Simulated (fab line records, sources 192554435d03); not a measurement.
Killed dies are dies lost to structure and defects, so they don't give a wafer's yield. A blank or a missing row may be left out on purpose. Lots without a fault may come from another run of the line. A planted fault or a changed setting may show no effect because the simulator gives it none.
Which tool did it? | flow n5_finfet | 12 lots, 34 wafers sampled, at 2 steps of a route of 1938

WHAT THE GAUGES READ, wafer by wafer
N5_BEOL_M6_CD_MEAS_28: target cd 40 nm. Usual: cd_nm 40.02 nm, standard deviation 0.22.
lot  | measured     | on        | cd_nm (nm)        | flag
L906 | day 9 17:43  | cd_sem-03 | 40.18 39.97 39.82 |
L908 | day 10 04:24 | cd_sem-02 | 40.07 39.91       |
L909 | day 10 16:15 | cd_sem-01 | 40.31 39.95       |
L911 | day 10 22:54 | cd_sem-01 | 40.48 39.89 40.24 |
L914 | day 11 15:57 | cd_sem-02 | 40.21 40.24 39.68 |
L915 | day 12 06:08 | cd_sem-02 | 39.80 39.99 39.69 |
L921 | day 14 05:02 | cd_sem-01 | 39.93 39.73 40.06 |
L925 | day 14 05:07 | cd_sem-02 | 39.64 40.15 40.10 |
L922 | day 14 10:28 | cd_sem-01 | 39.74 40.30 40.09 |
L924 | day 14 17:01 | cd_sem-01 | 39.88 39.55 40.24 |
L928 | day 15 19:59 | cd_sem-02 | 40.19 40.10 40.23 |
L929 | day 16 11:22 | cd_sem-01 | 40.01 40.25 39.99 |

WHICH TOOL RAN EACH LOT (tool, then ch and the chambers of the sampled wafers, then the start)
lot  | N5_BEOL_M6_PECVD_70
L906 | pecvd-01 ch 0,1, day 9 09:24
L908 | pecvd-01 ch 0,1, day 10 02:04
L909 | pecvd-01 ch 1,2, day 10 12:18
L911 | pecvd-02 ch 0,2, day 10 19:26
L914 | pecvd-02 ch 0,2, day 11 12:36
L915 | pecvd-03 ch 0,2, day 11 23:03
L921 | pecvd-02 ch 0,1,2, day 13 22:05
L925 | pecvd-02 ch 1,2, day 14 01:28
L922 | pecvd-02 ch 0,1,2, day 14 02:29
L924 | pecvd-03 ch 0,1,2, day 14 13:02
L928 | pecvd-01 ch 1,2, day 15 13:06
L929 | pecvd-03 ch 0,2, day 16 06:19
- N5_BEOL_M6_PECVD_70: deposits SiO2 from TEOS/O2, target thk 20 nm, time 22.7 s.

WHAT THE TOOLS THEMSELVES READ (means of the sampled wafers that have a number; where no wafer has one, the mark that the record gives instead)
N5_BEOL_M6_PECVD_70. Usual: heater_power_w 732 W, standard deviation 97; showerhead_plenum_p_Torr 8.77 Torr, standard deviation 0.064; showerhead_vpp_V 1348 V, standard deviation 81; throttle_valve_pct 21.9 %, standard deviation 0.62.
lot  | tool     | heater_power_w (W) | showerhead_plenum_p_Torr (Torr) | showerhead_vpp_V (V) | throttle_valve_pct (%) | flag
L906 | pecvd-01 | 786                | 8.85                            | 1257                 | 21.1                   |
L908 | pecvd-01 | 724                | 8.83                            | 1304                 | 21.5                   |
L909 | pecvd-01 | 622                | 8.71                            | 1372                 | 22.1                   |
L911 | pecvd-02 | 816                | 8.81                            | 1379                 | 21.7                   |
L914 | pecvd-02 | 782                | 8.79                            | 1392                 | 22.0                   |
L915 | pecvd-03 | 721                | 8.68                            | 1392                 | 21.7                   |
L921 | pecvd-02 | 797                | 8.80                            | 1356                 | 22.0                   |
L925 | pecvd-02 | 705                | 8.80                            | 1353                 | 21.8                   |
L922 | pecvd-02 | 717                | 8.79                            | 1369                 | 22.1                   |
L924 | pecvd-03 | 749                | 8.70                            | 1360                 | 21.8                   |
L928 | pecvd-01 | 556                | 8.75                            | 1335                 | 22.4                   |
L929 | pecvd-03 | 679                | 8.69                            | 1379                 | 21.9                   |

THE ANSWER, worked out from the rows above alone
Rule: a lot is off if the mean of its wafers that have a number lies more than 3 standard deviations from the usual mean. A lot without any number at a reading at which 4 lots or more have one is off too. The other lots that the step has rows for count as sound. The gauges are gone through in route order, then the tools' own readings, and for those a lot's mean is taken as printed above. The first step at which some lot is off is used, and at that step the reading that is off furthest; a lot without a number counts as furthest.
No lot is off at any reading shown: from this, nothing can be told.

WHAT THE SIMULATOR HAD PUT IN
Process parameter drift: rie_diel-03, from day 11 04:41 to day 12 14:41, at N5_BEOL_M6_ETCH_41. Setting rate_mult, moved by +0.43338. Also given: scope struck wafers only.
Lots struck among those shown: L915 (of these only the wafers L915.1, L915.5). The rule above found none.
